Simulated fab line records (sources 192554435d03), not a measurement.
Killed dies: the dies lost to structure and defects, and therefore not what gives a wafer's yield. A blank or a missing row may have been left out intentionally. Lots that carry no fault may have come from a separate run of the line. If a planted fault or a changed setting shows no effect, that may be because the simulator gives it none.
What tool caused it? :: flow n5Finfet :: 72 wafers from 24 lots sampled at 6 of the route's 1938 steps

WHAT EACH GAUGE READ, for each wafer
The record lacks any reading of a measuring or inspecting step that a usual standard deviation could be used to judge.

WHICH TOOL RAN EACH LOT (tool, then ch and the chambers of the sampled wafers, then the start)
lot: L074
N5_BEOL_M1_ANNEAL_91: pvdSputter-01, day 6 06:58
N5_BEOL_M1_SPUTTER_96: pvdSputter-01, day 6 07:33
N5_BEOL_M1_CO_CAP_55: cvdCo-02 ch 0,2, day 6 08:29
N5_BEOL_M2_HM_DEP_02: pvdSputter-02, day 6 11:39
N5_BEOL_M2_STRIP_36: rieDiel-06 ch 1,2, day 6 15:34
N5_BEOL_M2_ANNEAL_93: pvdSputter-03, day 6 19:35

lot: L075
N5_BEOL_M1_ANNEAL_91: pvdSputter-01, day 6 23:12
N5_BEOL_M1_SPUTTER_96: pvdSputter-01, day 6 23:47
N5_BEOL_M1_CO_CAP_55: cvdCo-01 ch 0,1,2, day 7 00:41
N5_BEOL_M2_HM_DEP_02: pvdSputter-03, day 7 03:43
N5_BEOL_M2_STRIP_36: rieDiel-02 ch 2,3, day 7 08:53
N5_BEOL_M2_ANNEAL_93: pvdSputter-01, day 7 11:45

lot: L077
N5_BEOL_M1_ANNEAL_91: pvdSputter-02, day 7 10:52
N5_BEOL_M1_SPUTTER_96: pvdSputter-02, day 7 11:26
N5_BEOL_M1_CO_CAP_55: cvdCo-01 ch 0,2, day 7 12:26
N5_BEOL_M2_HM_DEP_02: pvdSputter-03, day 7 13:13
N5_BEOL_M2_STRIP_36: rieDiel-04 ch 1,2, day 7 15:14
N5_BEOL_M2_ANNEAL_93: pvdSputter-02, day 7 20:07

lot: L076
N5_BEOL_M1_ANNEAL_91: pvdSputter-03, day 7 12:06
N5_BEOL_M1_SPUTTER_96: pvdSputter-03, day 7 12:39
N5_BEOL_M1_CO_CAP_55: cvdCo-02 ch 0,1,2, day 7 13:43
N5_BEOL_M2_HM_DEP_02: pvdSputter-03, day 7 15:20
N5_BEOL_M2_STRIP_36: rieDiel-02 ch 0,3, day 7 18:52
N5_BEOL_M2_ANNEAL_93: pvdSputter-03, day 7 22:43

lot: L078
N5_BEOL_M1_ANNEAL_91: pvdSputter-02, day 7 13:37
N5_BEOL_M1_SPUTTER_96: pvdSputter-02, day 7 14:12
N5_BEOL_M1_CO_CAP_55: cvdCo-01 ch 1,2, day 7 15:04
N5_BEOL_M2_HM_DEP_02: pvdSputter-01, day 7 15:56
N5_BEOL_M2_STRIP_36: rieDiel-02 ch 0,1, day 7 20:47
N5_BEOL_M2_ANNEAL_93: pvdSputter-03, day 8 00:35

lot: L079
N5_BEOL_M1_ANNEAL_91: pvdSputter-03, day 7 14:32
N5_BEOL_M1_SPUTTER_96: pvdSputter-03, day 7 15:07
N5_BEOL_M1_CO_CAP_55: cvdCo-02 ch 0,1,2, day 7 15:59
N5_BEOL_M2_HM_DEP_02: pvdSputter-03, day 7 16:43
N5_BEOL_M2_STRIP_36: rieDiel-02 ch 0,1, day 8 01:38
N5_BEOL_M2_ANNEAL_93: pvdSputter-01, day 8 04:43

lot: L081
N5_BEOL_M1_ANNEAL_91: pvdSputter-02, day 7 23:24
N5_BEOL_M1_SPUTTER_96: pvdSputter-02, day 8 00:02
N5_BEOL_M1_CO_CAP_55: cvdCo-01 ch 0,1, day 8 00:54
N5_BEOL_M2_HM_DEP_02: pvdSputter-03, day 8 02:00
N5_BEOL_M2_STRIP_36: rieDiel-06 ch 0,1,3, day 8 06:10
N5_BEOL_M2_ANNEAL_93: pvdSputter-03, day 8 08:58

lot: L080
N5_BEOL_M1_ANNEAL_91: pvdSputter-02, day 8 08:37
N5_BEOL_M1_SPUTTER_96: pvdSputter-02, day 8 09:11
N5_BEOL_M1_CO_CAP_55: cvdCo-02 ch 1,2, day 8 10:03
N5_BEOL_M2_HM_DEP_02: pvdSputter-03, day 8 10:47
N5_BEOL_M2_STRIP_36: rieDiel-02 ch 0,2,3, day 8 13:38
N5_BEOL_M2_ANNEAL_93: pvdSputter-03, day 8 16:15

lot: L082
N5_BEOL_M1_ANNEAL_91: pvdSputter-01, day 8 14:15
N5_BEOL_M1_SPUTTER_96: pvdSputter-01, day 8 14:50
N5_BEOL_M1_CO_CAP_55: cvdCo-02 ch 0,1, day 8 16:52
N5_BEOL_M2_HM_DEP_02: pvdSputter-03, day 8 17:16
N5_BEOL_M2_STRIP_36: rieDiel-06 ch 1,3, day 8 20:35
N5_BEOL_M2_ANNEAL_93: pvdSputter-03, day 8 23:01

lot: L083
N5_BEOL_M1_ANNEAL_91: pvdSputter-02, day 8 16:31
N5_BEOL_M1_SPUTTER_96: pvdSputter-02, day 8 17:05
N5_BEOL_M1_CO_CAP_55: cvdCo-02 ch 0,1,2, day 8 18:02
N5_BEOL_M2_HM_DEP_02: pvdSputter-01, day 8 20:13
N5_BEOL_M2_STRIP_36: rieDiel-06 ch 1,3, day 8 23:20
N5_BEOL_M2_ANNEAL_93: pvdSputter-02, day 9 03:00

lot: L084
N5_BEOL_M1_ANNEAL_91: pvdSputter-01, day 9 01:45
N5_BEOL_M1_SPUTTER_96: pvdSputter-01, day 9 02:20
N5_BEOL_M1_CO_CAP_55: cvdCo-02 ch 1,2, day 9 03:14
N5_BEOL_M2_HM_DEP_02: pvdSputter-01, day 9 03:40
N5_BEOL_M2_STRIP_36: rieDiel-02 ch 0,1,3, day 9 10:26
N5_BEOL_M2_ANNEAL_93: pvdSputter-02, day 9 13:16

lot: L085
N5_BEOL_M1_ANNEAL_91: pvdSputter-01, day 9 09:41
N5_BEOL_M1_SPUTTER_96: pvdSputter-01, day 9 10:16
N5_BEOL_M1_CO_CAP_55: cvdCo-02 ch 1,2, day 9 11:14
N5_BEOL_M2_HM_DEP_02: pvdSputter-02, day 9 11:44
N5_BEOL_M2_STRIP_36: rieDiel-02 ch 1,2,3, day 9 17:35
N5_BEOL_M2_ANNEAL_93: pvdSputter-03, day 9 21:16

lot: L086
N5_BEOL_M1_ANNEAL_91: pvdSputter-03, day 9 13:12
N5_BEOL_M1_SPUTTER_96: pvdSputter-03, day 9 13:47
N5_BEOL_M1_CO_CAP_55: cvdCo-01 ch 0,2, day 9 14:41
N5_BEOL_M2_HM_DEP_02: pvdSputter-01, day 9 17:27
N5_BEOL_M2_STRIP_36: rieDiel-04 ch 0,2,3, day 9 20:53
N5_BEOL_M2_ANNEAL_93: pvdSputter-01, day 10 00:05

lot: L088
N5_BEOL_M1_ANNEAL_91: pvdSputter-01, day 9 20:07
N5_BEOL_M1_SPUTTER_96: pvdSputter-01, day 9 20:41
N5_BEOL_M1_CO_CAP_55: cvdCo-02 ch 0,1,2, day 9 21:35
N5_BEOL_M2_HM_DEP_02: pvdSputter-02, day 9 22:32
N5_BEOL_M2_STRIP_36: rieDiel-06 ch 1,2, day 10 00:40
N5_BEOL_M2_ANNEAL_93: pvdSputter-01, day 10 03:55

lot: L087
N5_BEOL_M1_ANNEAL_91: pvdSputter-01, day 10 01:51
N5_BEOL_M1_SPUTTER_96: pvdSputter-01, day 10 02:26
N5_BEOL_M1_CO_CAP_55: cvdCo-01 ch 1,2, day 10 03:18
N5_BEOL_M2_HM_DEP_02: pvdSputter-02, day 10 04:10
N5_BEOL_M2_STRIP_36: rieDiel-02 ch 0,1, day 10 11:24
N5_BEOL_M2_ANNEAL_93: pvdSputter-03, day 10 14:31

lot: L089
N5_BEOL_M1_ANNEAL_91: pvdSputter-02, day 10 03:07
N5_BEOL_M1_SPUTTER_96: pvdSputter-02, day 10 03:41
N5_BEOL_M1_CO_CAP_55: cvdCo-02 ch 1,2, day 10 04:51
N5_BEOL_M2_HM_DEP_02: pvdSputter-03, day 10 09:17
N5_BEOL_M2_STRIP_36: rieDiel-02 ch 0,2, day 10 12:44
N5_BEOL_M2_ANNEAL_93: pvdSputter-01, day 10 15:18

lot: L090
N5_BEOL_M1_ANNEAL_91: pvdSputter-03, day 10 06:47
N5_BEOL_M1_SPUTTER_96: pvdSputter-03, day 10 07:22
N5_BEOL_M1_CO_CAP_55: cvdCo-01 ch 0,1,2, day 10 08:16
N5_BEOL_M2_HM_DEP_02: pvdSputter-03, day 10 09:35
N5_BEOL_M2_STRIP_36: rieDiel-04 ch 1,2,3, day 10 17:23
N5_BEOL_M2_ANNEAL_93: pvdSputter-02, day 10 21:10

lot: L091
N5_BEOL_M1_ANNEAL_91: pvdSputter-03, day 10 20:01
N5_BEOL_M1_SPUTTER_96: pvdSputter-03, day 10 20:36
N5_BEOL_M1_CO_CAP_55: cvdCo-01 ch 0,1, day 10 21:28
N5_BEOL_M2_HM_DEP_02: pvdSputter-02, day 10 22:09
N5_BEOL_M2_STRIP_36: rieDiel-06 ch 0,1,3, day 11 00:55
N5_BEOL_M2_ANNEAL_93: pvdSputter-01, day 11 04:31

lot: L092
N5_BEOL_M1_ANNEAL_91: pvdSputter-01, day 10 21:25
N5_BEOL_M1_SPUTTER_96: pvdSputter-01, day 10 21:59
N5_BEOL_M1_CO_CAP_55: cvdCo-01 ch 0,1,2, day 10 22:54
N5_BEOL_M2_HM_DEP_02: pvdSputter-02, day 11 01:04
N5_BEOL_M2_STRIP_36: rieDiel-02 ch 1,2,3, day 11 12:59
N5_BEOL_M2_ANNEAL_93: pvdSputter-01, day 11 15:43

lot: L093
N5_BEOL_M1_ANNEAL_91: pvdSputter-01, day 11 00:36
N5_BEOL_M1_SPUTTER_96: pvdSputter-01, day 11 01:11
N5_BEOL_M1_CO_CAP_55: cvdCo-02 ch 0, day 11 03:31
N5_BEOL_M2_HM_DEP_02: pvdSputter-01, day 11 05:04
N5_BEOL_M2_STRIP_36: rieDiel-04 ch 0,2, day 11 13:08
N5_BEOL_M2_ANNEAL_93: pvdSputter-03, day 11 16:06

lot: L094
N5_BEOL_M1_ANNEAL_91: pvdSputter-02, day 11 03:53
N5_BEOL_M1_SPUTTER_96: pvdSputter-02, day 11 04:28
N5_BEOL_M1_CO_CAP_55: cvdCo-02 ch 0,1, day 11 05:37
N5_BEOL_M2_HM_DEP_02: pvdSputter-01, day 11 07:08
N5_BEOL_M2_STRIP_36: rieDiel-06 ch 1,3, day 11 17:06
N5_BEOL_M2_ANNEAL_93: pvdSputter-01, day 11 19:38

lot: L095
N5_BEOL_M1_ANNEAL_91: pvdSputter-02, day 11 12:52
N5_BEOL_M1_SPUTTER_96: pvdSputter-02, day 11 13:27
N5_BEOL_M1_CO_CAP_55: cvdCo-01 ch 0,1, day 11 14:19
N5_BEOL_M2_HM_DEP_02: pvdSputter-02, day 11 16:46
N5_BEOL_M2_STRIP_36: rieDiel-06 ch 2,3, day 11 19:35
N5_BEOL_M2_ANNEAL_93: pvdSputter-03, day 11 22:14

lot: L096
N5_BEOL_M1_ANNEAL_91: pvdSputter-03, day 12 01:26
N5_BEOL_M1_SPUTTER_96: pvdSputter-03, day 12 02:01
N5_BEOL_M1_CO_CAP_55: cvdCo-01 ch 0,2, day 12 02:53
N5_BEOL_M2_HM_DEP_02: pvdSputter-02, day 12 03:43
N5_BEOL_M2_STRIP_36: rieDiel-04 ch 1,3, day 12 05:56
N5_BEOL_M2_ANNEAL_93: pvdSputter-01, day 12 10:41

lot: L097
N5_BEOL_M1_ANNEAL_91: pvdSputter-01, day 12 04:51
N5_BEOL_M1_SPUTTER_96: pvdSputter-01, day 12 05:26
N5_BEOL_M1_CO_CAP_55: cvdCo-01 ch 0,1, day 12 06:18
N5_BEOL_M2_HM_DEP_02: pvdSputter-01, day 12 07:02
N5_BEOL_M2_STRIP_36: rieDiel-06 ch 0,1,3, day 12 11:04
N5_BEOL_M2_ANNEAL_93: pvdSputter-01, day 12 13:57
- N5_BEOL_M1_ANNEAL_91: time 240 s.
- N5_BEOL_M1_SPUTTER_96: material Cu, target thk 4.5 nm, time 8.29 s.
- N5_BEOL_M1_CO_CAP_55: material Co, precursor CCTBA/H2, target thk 2 nm, time 102.1 s.
- N5_BEOL_M2_HM_DEP_02: deposits TiN, target thk 20 nm.
- N5_BEOL_M2_STRIP_36: strips in N2/H2.
- N5_BEOL_M2_ANNEAL_93: time 240 s.

AS READ BY THE TOOLS THEMSELVES (means over the sampled wafers that have a number; for cases with no such wafer, the mark the record gives instead)
N5_BEOL_M1_ANNEAL_91. Usual: 816 W for heaterPowerW, sd 85.
lot: L074
tool: pvdSputter-01
heaterPowerW (W): 872
flag: 

lot: L075
tool: pvdSputter-01
heaterPowerW (W): 872
flag: 

lot: L077
tool: pvdSputter-02
heaterPowerW (W): 807
flag: 

lot: L076
tool: pvdSputter-03
heaterPowerW (W): 795
flag: 

lot: L078
tool: pvdSputter-02
heaterPowerW (W): 788
flag: 

lot: L079
tool: pvdSputter-03
heaterPowerW (W): 802
flag: 

lot: L081
tool: pvdSputter-02
heaterPowerW (W): 784
flag: 

lot: L080
tool: pvdSputter-02
heaterPowerW (W): 734
flag: 

lot: L082
tool: pvdSputter-01
heaterPowerW (W): 869
flag: 

lot: L083
tool: pvdSputter-02
heaterPowerW (W): 792
flag: 

lot: L084
tool: pvdSputter-01
heaterPowerW (W): 882
flag: 

lot: L085
tool: pvdSputter-01
heaterPowerW (W): 878
flag: 

lot: L086
tool: pvdSputter-03
heaterPowerW (W): 838
flag: 

lot: L088
tool: pvdSputter-01
heaterPowerW (W): 868
flag: 

lot: L087
tool: pvdSputter-01
heaterPowerW (W): 873
flag: 

lot: L089
tool: pvdSputter-02
heaterPowerW (W): 830
flag: 

lot: L090
tool: pvdSputter-03
heaterPowerW (W): 830
flag: 

lot: L091
tool: pvdSputter-03
heaterPowerW (W): 831
flag: 

lot: L092
tool: pvdSputter-01
heaterPowerW (W): 874
flag: 

lot: L093
tool: pvdSputter-01
heaterPowerW (W): 879
flag: 

lot: L094
tool: pvdSputter-02
heaterPowerW (W): 806
flag: 

lot: L095
tool: pvdSputter-02
heaterPowerW (W): 716
flag: 

lot: L096
tool: pvdSputter-03
heaterPowerW (W): 831
flag: 

lot: L097
tool: pvdSputter-01
heaterPowerW (W): 871
flag: 

N5_BEOL_M1_SPUTTER_96. Usual: 29.8 % for throttleValvePct, sd 1.1.
lot: L074
tool: pvdSputter-01
throttleValvePct (%): 30.4
flag: 

lot: L075
tool: pvdSputter-01
throttleValvePct (%): 28.9
flag: 

lot: L077
tool: pvdSputter-02
throttleValvePct (%): 30.1
flag: 

lot: L076
tool: pvdSputter-03
throttleValvePct (%): 29.0
flag: 

lot: L078
tool: pvdSputter-02
throttleValvePct (%): 29.5
flag: 

lot: L079
tool: pvdSputter-03
throttleValvePct (%): 28.8
flag: 

lot: L081
tool: pvdSputter-02
throttleValvePct (%): 29.7
flag: 

lot: L080
tool: pvdSputter-02
throttleValvePct (%): 30.0
flag: 

lot: L082
tool: pvdSputter-01
throttleValvePct (%): 29.7
flag: 

lot: L083
tool: pvdSputter-02
throttleValvePct (%): 30.0
flag: 

lot: L084
tool: pvdSputter-01
throttleValvePct (%): 30.6
flag: 

lot: L085
tool: pvdSputter-01
throttleValvePct (%): 29.8
flag: 

lot: L086
tool: pvdSputter-03
throttleValvePct (%): 29.7
flag: 

lot: L088
tool: pvdSputter-01
throttleValvePct (%): 30.8
flag: 

lot: L087
tool: pvdSputter-01
throttleValvePct (%): 29.4
flag: 

lot: L089
tool: pvdSputter-02
throttleValvePct (%): 30.1
flag: 

lot: L090
tool: pvdSputter-03
throttleValvePct (%): 29.4
flag: 

lot: L091
tool: pvdSputter-03
throttleValvePct (%): 29.7
flag: 

lot: L092
tool: pvdSputter-01
throttleValvePct (%): 30.1
flag: 

lot: L093
tool: pvdSputter-01
throttleValvePct (%): 30.1
flag: 

lot: L094
tool: pvdSputter-02
throttleValvePct (%): 30.0
flag: 

lot: L095
tool: pvdSputter-02
throttleValvePct (%): 29.8
flag: 

lot: L096
tool: pvdSputter-03
throttleValvePct (%): 29.5
flag: 

lot: L097
tool: pvdSputter-01
throttleValvePct (%): 29.5
flag: 

N5_BEOL_M1_CO_CAP_55. Usual: 231 W for heaterPowerW, sd 33.
lot: L074
tool: cvdCo-02
heaterPowerW (W): 217
flag: 

lot: L075
tool: cvdCo-01
heaterPowerW (W): 240
flag: 

lot: L077
tool: cvdCo-01
heaterPowerW (W): 236
flag: 

lot: L076
tool: cvdCo-02
heaterPowerW (W): 214
flag: 

lot: L078
tool: cvdCo-01
heaterPowerW (W): 250
flag: 

lot: L079
tool: cvdCo-02
heaterPowerW (W): 217
flag: 

lot: L081
tool: cvdCo-01
heaterPowerW (W): 237
flag: 

lot: L080
tool: cvdCo-02
heaterPowerW (W): 186
flag: 

lot: L082
tool: cvdCo-02
heaterPowerW (W): 243
flag: 

lot: L083
tool: cvdCo-02
heaterPowerW (W): 214
flag: 

lot: L084
tool: cvdCo-02
heaterPowerW (W): 189
flag: 

lot: L085
tool: cvdCo-02
heaterPowerW (W): 193
flag: 

lot: L086
tool: cvdCo-01
heaterPowerW (W): 245
flag: 

lot: L088
tool: cvdCo-02
heaterPowerW (W): 214
flag: 

lot: L087
tool: cvdCo-01
heaterPowerW (W): 253
flag: 

lot: L089
tool: cvdCo-02
heaterPowerW (W): 192
flag: 

lot: L090
tool: cvdCo-01
heaterPowerW (W): 241
flag: 

lot: L091
tool: cvdCo-01
heaterPowerW (W): 236
flag: 

lot: L092
tool: cvdCo-01
heaterPowerW (W): 240
flag: 

lot: L093
tool: cvdCo-02
heaterPowerW (W): 274
flag: 

lot: L094
tool: cvdCo-02
heaterPowerW (W): 244
flag: 

lot: L095
tool: cvdCo-01
heaterPowerW (W): 228
flag: 

lot: L096
tool: cvdCo-01
heaterPowerW (W): 235
flag: 

lot: L097
tool: cvdCo-01
heaterPowerW (W): 233
flag: 

N5_BEOL_M2_HM_DEP_02. Usual: 29.6 % for throttleValvePct, sd 1.1.
lot: L074
tool: pvdSputter-02
throttleValvePct (%): 30.2
flag: 

lot: L075
tool: pvdSputter-03
throttleValvePct (%): 29.0
flag: 

lot: L077
tool: pvdSputter-03
throttleValvePct (%): 29.7
flag: 

lot: L076
tool: pvdSputter-03
throttleValvePct (%): 29.0
flag: 

lot: L078
tool: pvdSputter-01
throttleValvePct (%): 29.5
flag: 

lot: L079
tool: pvdSputter-03
throttleValvePct (%): 29.3
flag: 

lot: L081
tool: pvdSputter-03
throttleValvePct (%): 28.5
flag: 

lot: L080
tool: pvdSputter-03
throttleValvePct (%): 29.6
flag: 

lot: L082
tool: pvdSputter-03
throttleValvePct (%): 29.3
flag: 

lot: L083
tool: pvdSputter-01
throttleValvePct (%): 29.8
flag: 

lot: L084
tool: pvdSputter-01
throttleValvePct (%): 29.1
flag: 

lot: L085
tool: pvdSputter-02
throttleValvePct (%): 29.6
flag: 

lot: L086
tool: pvdSputter-01
throttleValvePct (%): 30.2
flag: 

lot: L088
tool: pvdSputter-02
throttleValvePct (%): 29.8
flag: 

lot: L087
tool: pvdSputter-02
throttleValvePct (%): 29.6
flag: 

lot: L089
tool: pvdSputter-03
throttleValvePct (%): 29.9
flag: 

lot: L090
tool: pvdSputter-03
throttleValvePct (%): 29.1
flag: 

lot: L091
tool: pvdSputter-02
throttleValvePct (%): 30.0
flag: 

lot: L092
tool: pvdSputter-02
throttleValvePct (%): 29.8
flag: 

lot: L093
tool: pvdSputter-01
throttleValvePct (%): 30.9
flag: 

lot: L094
tool: pvdSputter-01
throttleValvePct (%): 29.9
flag: 

lot: L095
tool: pvdSputter-02
throttleValvePct (%): 29.8
flag: 

lot: L096
tool: pvdSputter-02
throttleValvePct (%): 30.0
flag: 

lot: L097
tool: pvdSputter-01
throttleValvePct (%): 28.9
flag: 

N5_BEOL_M2_STRIP_36. Usual: drypumpMotorCurrentA 5.6 A, standard deviation 0.39; oesProductAu 0.77 a.u., standard deviation 0.075; rfVppV 59.0 V, standard deviation 1.5; showerheadPlenumPTorr 2.51 Torr, standard deviation 0.077; throttleValvePct 23.7 %, standard deviation 0.44.
lot: L074
tool: rieDiel-06
drypumpMotorCurrentA (A): 5.7
oesProductAu (a.u.): 0.82
rfVppV (V): 59.3
showerheadPlenumPTorr (Torr): 2.54
throttleValvePct (%): 24.1
flag: 

lot: L075
tool: rieDiel-02
drypumpMotorCurrentA (A): 5.1
oesProductAu (a.u.): 0.83
rfVppV (V): 59.4
showerheadPlenumPTorr (Torr): 2.55
throttleValvePct (%): 23.9
flag: 

lot: L077
tool: rieDiel-04
drypumpMotorCurrentA (A): 5.4
oesProductAu (a.u.): 0.75
rfVppV (V): 58.7
showerheadPlenumPTorr (Torr): 2.47
throttleValvePct (%): 24.1
flag: 

lot: L076
tool: rieDiel-02
drypumpMotorCurrentA (A): 5.7
oesProductAu (a.u.): 0.77
rfVppV (V): 57.9
showerheadPlenumPTorr (Torr): 2.57
throttleValvePct (%): 23.6
flag: 

lot: L078
tool: rieDiel-02
drypumpMotorCurrentA (A): 5.8
oesProductAu (a.u.): 0.72
rfVppV (V): 59.2
showerheadPlenumPTorr (Torr): 2.48
throttleValvePct (%): 23.2
flag: 

lot: L079
tool: rieDiel-02
drypumpMotorCurrentA (A): 5.8
oesProductAu (a.u.): 0.73
rfVppV (V): 58.5
showerheadPlenumPTorr (Torr): 2.54
throttleValvePct (%): 23.2
flag: 

lot: L081
tool: rieDiel-06
drypumpMotorCurrentA (A): 5.8
oesProductAu (a.u.): 0.81
rfVppV (V): 59.3
showerheadPlenumPTorr (Torr): 2.49
throttleValvePct (%): 23.7
flag: 

lot: L080
tool: rieDiel-02
drypumpMotorCurrentA (A): 5.3
oesProductAu (a.u.): 0.77
rfVppV (V): 60.5
showerheadPlenumPTorr (Torr): 2.58
throttleValvePct (%): 23.7
flag: 

lot: L082
tool: rieDiel-06
drypumpMotorCurrentA (A): 5.7
oesProductAu (a.u.): 0.86
rfVppV (V): 60.3
showerheadPlenumPTorr (Torr): 2.47
throttleValvePct (%): 23.6
flag: 

lot: L083
tool: rieDiel-06
drypumpMotorCurrentA (A): 6.0
oesProductAu (a.u.): 0.87
rfVppV (V): 58.7
showerheadPlenumPTorr (Torr): 2.47
throttleValvePct (%): 23.7
flag: 

lot: L084
tool: rieDiel-02
drypumpMotorCurrentA (A): 5.6
oesProductAu (a.u.): 0.75
rfVppV (V): 59.3
showerheadPlenumPTorr (Torr): 2.50
throttleValvePct (%): 23.5
flag: 

lot: L085
tool: rieDiel-02
drypumpMotorCurrentA (A): 5.2
oesProductAu (a.u.): 0.76
rfVppV (V): 58.7
showerheadPlenumPTorr (Torr): 2.51
throttleValvePct (%): 23.6
flag: 

lot: L086
tool: rieDiel-04
drypumpMotorCurrentA (A): 5.9
oesProductAu (a.u.): 0.73
rfVppV (V): 59.5
showerheadPlenumPTorr (Torr): 2.50
throttleValvePct (%): 23.3
flag: 

lot: L088
tool: rieDiel-06
drypumpMotorCurrentA (A): 5.7
oesProductAu (a.u.): 0.79
rfVppV (V): 59.1
showerheadPlenumPTorr (Torr): 2.52
throttleValvePct (%): 24.2
flag: 

lot: L087
tool: rieDiel-02
drypumpMotorCurrentA (A): 5.8
oesProductAu (a.u.): 0.70
rfVppV (V): 58.4
showerheadPlenumPTorr (Torr): 2.47
throttleValvePct (%): 23.2
flag: 

lot: L089
tool: rieDiel-02
drypumpMotorCurrentA (A): 5.5
oesProductAu (a.u.): 0.72
rfVppV (V): 60.6
showerheadPlenumPTorr (Torr): 2.61
throttleValvePct (%): 23.4
flag: 

lot: L090
tool: rieDiel-04
drypumpMotorCurrentA (A): 5.5
oesProductAu (a.u.): 0.73
rfVppV (V): 61.0
showerheadPlenumPTorr (Torr): 2.44
throttleValvePct (%): 23.6
flag: 

lot: L091
tool: rieDiel-06
drypumpMotorCurrentA (A): 5.8
oesProductAu (a.u.): 0.88
rfVppV (V): 56.8
showerheadPlenumPTorr (Torr): 2.48
throttleValvePct (%): 23.6
flag: 

lot: L092
tool: rieDiel-02
drypumpMotorCurrentA (A): 5.2
oesProductAu (a.u.): 0.74
rfVppV (V): 59.8
showerheadPlenumPTorr (Torr): 2.51
throttleValvePct (%): 23.6
flag: 

lot: L093
tool: rieDiel-04
drypumpMotorCurrentA (A): 6.1
oesProductAu (a.u.): 0.70
rfVppV (V): 58.8
showerheadPlenumPTorr (Torr): 2.57
throttleValvePct (%): 23.6
flag: 

lot: L094
tool: rieDiel-06
drypumpMotorCurrentA (A): 6.0
oesProductAu (a.u.): 0.84
rfVppV (V): 59.4
showerheadPlenumPTorr (Torr): 2.46
throttleValvePct (%): 23.7
flag: 

lot: L095
tool: rieDiel-06
drypumpMotorCurrentA (A): 5.5
oesProductAu (a.u.): 0.75
rfVppV (V): 57.7
showerheadPlenumPTorr (Torr): 2.51
throttleValvePct (%): 24.1
flag: 

lot: L096
tool: rieDiel-04
drypumpMotorCurrentA (A): 5.4
oesProductAu (a.u.): 0.74
rfVppV (V): 57.2
showerheadPlenumPTorr (Torr): 2.41
throttleValvePct (%): 23.5
flag: 

lot: L097
tool: rieDiel-06
drypumpMotorCurrentA (A): 5.8
oesProductAu (a.u.): 0.86
rfVppV (V): 58.5
showerheadPlenumPTorr (Torr): 2.47
throttleValvePct (%): 23.6
flag: 

N5_BEOL_M2_ANNEAL_93. Usual: 823 W for heaterPowerW, sd 75.
lot: L074
tool: pvdSputter-03
heaterPowerW (W): 793
flag: 

lot: L075
tool: pvdSputter-01
heaterPowerW (W): 879
flag: 

lot: L077
tool: pvdSputter-02
heaterPowerW (W): 767
flag: 

lot: L076
tool: pvdSputter-03
heaterPowerW (W): 805
flag: 

lot: L078
tool: pvdSputter-03
heaterPowerW (W): 869
flag: 

lot: L079
tool: pvdSputter-01
heaterPowerW (W): 875
flag: 

lot: L081
tool: pvdSputter-03
heaterPowerW (W): 754
flag: 

lot: L080
tool: pvdSputter-03
heaterPowerW (W): 833
flag: 

lot: L082
tool: pvdSputter-03
heaterPowerW (W): 755
flag: 

lot: L083
tool: pvdSputter-02
heaterPowerW (W): 793
flag: 

lot: L084
tool: pvdSputter-02
heaterPowerW (W): 747
flag: 

lot: L085
tool: pvdSputter-03
heaterPowerW (W): 763
flag: 

lot: L086
tool: pvdSputter-01
heaterPowerW (W): 872
flag: 

lot: L088
tool: pvdSputter-01
heaterPowerW (W): 868
flag: 

lot: L087
tool: pvdSputter-03
heaterPowerW (W): 818
flag: 

lot: L089
tool: pvdSputter-01
heaterPowerW (W): 875
flag: 

lot: L090
tool: pvdSputter-02
heaterPowerW (W): 733
flag: 

lot: L091
tool: pvdSputter-01
heaterPowerW (W): 858
flag: 

lot: L092
tool: pvdSputter-01
heaterPowerW (W): 856
flag: 

lot: L093
tool: pvdSputter-03
heaterPowerW (W): 813
flag: 

lot: L094
tool: pvdSputter-01
heaterPowerW (W): 869
flag: 

lot: L095
tool: pvdSputter-03
heaterPowerW (W): 722
flag: 

lot: L096
tool: pvdSputter-01
heaterPowerW (W): 855
flag: 

lot: L097
tool: pvdSputter-01
heaterPowerW (W): 868
flag: 

THE ANSWER, worked out from the rows above alone
Rule: take the mean of a lot's wafers that have a number; if it is more than 3 standard deviations from the usual mean, the lot is off. A lot without any number at a reading at which 4 lots or more have one is off too. All remaining lots with rows at the step are treated as sound. After the gauges, taken in route order, come the tools' own readings; for these a lot's mean is taken, as printed above. At the first step where some lot is off, the reading lying furthest off is the one used; lots without a number count as furthest.
Across all readings shown, no lot is off: no conclusion can be drawn from this.

WHAT THE SIMULATOR PUT IN
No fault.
